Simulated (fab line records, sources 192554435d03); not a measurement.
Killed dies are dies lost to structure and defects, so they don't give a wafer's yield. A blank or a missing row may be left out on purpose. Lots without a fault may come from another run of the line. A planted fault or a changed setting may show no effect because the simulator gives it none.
Split-lot experiment | flow n5_finfet | 7 lots, 21 wafers read, on a route of 1938 steps

THE SPLIT
At N5_BEOL_M8_COAT_22 (resist thk 30 nm), the setting spin_rpm was moved away from the recipe's 1500 rpm on 4 of the 21 wafers read, by -7.9% to +7.1%. The other wafers ran this setting at the recipe's value.

FROM THE SPLIT TO THE READING: what the file shows between them, 4 steps
- N5_BEOL_M8_EBR_24
- N5_BEOL_M8_SOFTBAKE_23: time 60 s
- N5_BEOL_M8_EXPOSE_25: exposes mask V7, target cd 40 nm
- N5_BEOL_M8_PEB_26: peb time 60 s

THE READING
CAR-EUV_of_BEOL_M8_COAT_22.thk_nm (the simulator's own value, which no gauge read), in nm, at N5_BEOL_M8_DEVELOP_27 (develop time 30 s). The file gives no usual value for it. The 17 wafers here that ran the recipe average 29.5 nm, standard deviation 0.11 nm.

wafer  | tool, chamber at the split | spin_rpm as run, rpm | against the recipe | CAR-EUV_of_BEOL_M8_COAT_22.thk_nm, nm | against lot-mates on the recipe
L075.1 | litho_track-01, 0          | 1500                 | recipe             | 29.4                                  | -
L075.2 | litho_track-01, 0          | 1500                 | recipe             | 29.4                                  | -
L075.3 | litho_track-01, 0          | 1500                 | recipe             | 29.4                                  | -
L076.4 | litho_track-03, 0          | 1500                 | recipe             | 29.6                                  | -
L076.5 | litho_track-03, 0          | 1500                 | recipe             | 29.6                                  | -
L076.6 | litho_track-03, 0          | 1500                 | recipe             | 29.6                                  | -
L080.1 | litho_track-03, 0          | 1500                 | recipe             | 29.6                                  | -
L080.2 | litho_track-03, 0          | 1607                 | +7.1%              | 28.4                                  | -1.1
L080.5 | litho_track-03, 0          | 1500                 | recipe             | 29.4                                  | -
L077.1 | litho_track-01, 0          | 1500                 | recipe             | 29.4                                  | -
L077.3 | litho_track-01, 0          | 1500                 | recipe             | 29.4                                  | -
L077.6 | litho_track-01, 0          | 1500                 | recipe             | 29.6                                  | -
L082.3 | litho_track-04, 0          | 1420                 | -5.3%              | 30.2                                  | +0.6
L082.4 | litho_track-04, 0          | 1420                 | -5.3%              | 30.2                                  | +0.6
L082.6 | litho_track-04, 0          | 1500                 | recipe             | 29.6                                  | -
L087.1 | litho_track-03, 0          | 1500                 | recipe             | 29.6                                  | -
L087.4 | litho_track-03, 0          | 1500                 | recipe             | 29.8                                  | -
L087.5 | litho_track-03, 0          | 1382                 | -7.9%              | 31                                    | +1.3
L095.1 | litho_track-01, 0          | 1500                 | recipe             | 29.6                                  | -
L095.3 | litho_track-01, 0          | 1500                 | recipe             | 29.6                                  | -
L095.6 | litho_track-01, 0          | 1500                 | recipe             | 29.6                                  | -

THE FIT
A straight line over all 21 wafers: CAR-EUV_of_BEOL_M8_COAT_22.thk_nm changes by -0.158 nm for each +1% of spin_rpm; r = -0.96; the points scatter about the line by 0.13 nm.
The same after taking each lot's own level away (the mean of its wafers on the recipe; 21 wafers): -0.145 nm for each +1%; r = -0.98; scatter 0.09 nm.
On that fit, the largest move of spin_rpm shifts the reading by 1.1 nm.
The lots' own levels span 29.40 to 29.70 nm, that is 2.6 times the standard deviation above.
So the lot-to-lot level changes the slope little: the two slopes agree.
Check: with one of the wafers moved furthest among these (-7.9%) left out of the fit, the line predicts +1.03 nm for it against its lot-mates. It came out at +1.3 nm against them.

OTHER SPLITS ON THESE WAFERS
These wafers also went through other splits before the reading. Each is held against what the fit with the lots' levels taken away leaves over:
other split on the same wafers | wafers away from the commonest value | r with CAR-EUV_of_BEOL_M8_COAT_22.thk_nm (lot level and that fit taken away)
N5_BEOL_M5_COAT_59 temp_c      | 5                                    | -0.08
N5_BEOL_M5_COAT_66 spin_rpm    | 3                                    | +0.39
N5_BEOL_M5_COAT_74 spin_rpm    | 7                                    | +0.31
N5_BEOL_M6_COAT_22 spin_rpm    | 7                                    | -0.14
N5_BEOL_M7_ILD_DEP_00 time_s   | 11                                   | -0.02
N5_BEOL_M8_ETCH_61 bias_w      | 6                                    | -0.53

THE WHOLE CHAIN: every reading that the file lists as answering this split, in the file's order
step                  | what it does      | reading                                                                            | change (the file's fit)               | r (the file's)
N5_BEOL_M8_COAT_22    | resist thk 30 nm  | CAR-EUV_of_BEOL_M8_COAT_22.thk_nm (the simulator's own value, which no gauge read) | -0.144 nm for each +1% of the setting | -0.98
N5_BEOL_M8_DEVELOP_27 | develop time 30 s | CAR-EUV_of_BEOL_M8_COAT_22.thk_nm (the simulator's own value, which no gauge read) | -0.151 nm for each +1% of the setting | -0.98

THE FILE'S OWN FIT
CAR-EUV_of_BEOL_M8_COAT_22.thk_nm changes by -0.151 nm for each +1% of spin_rpm, r = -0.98.
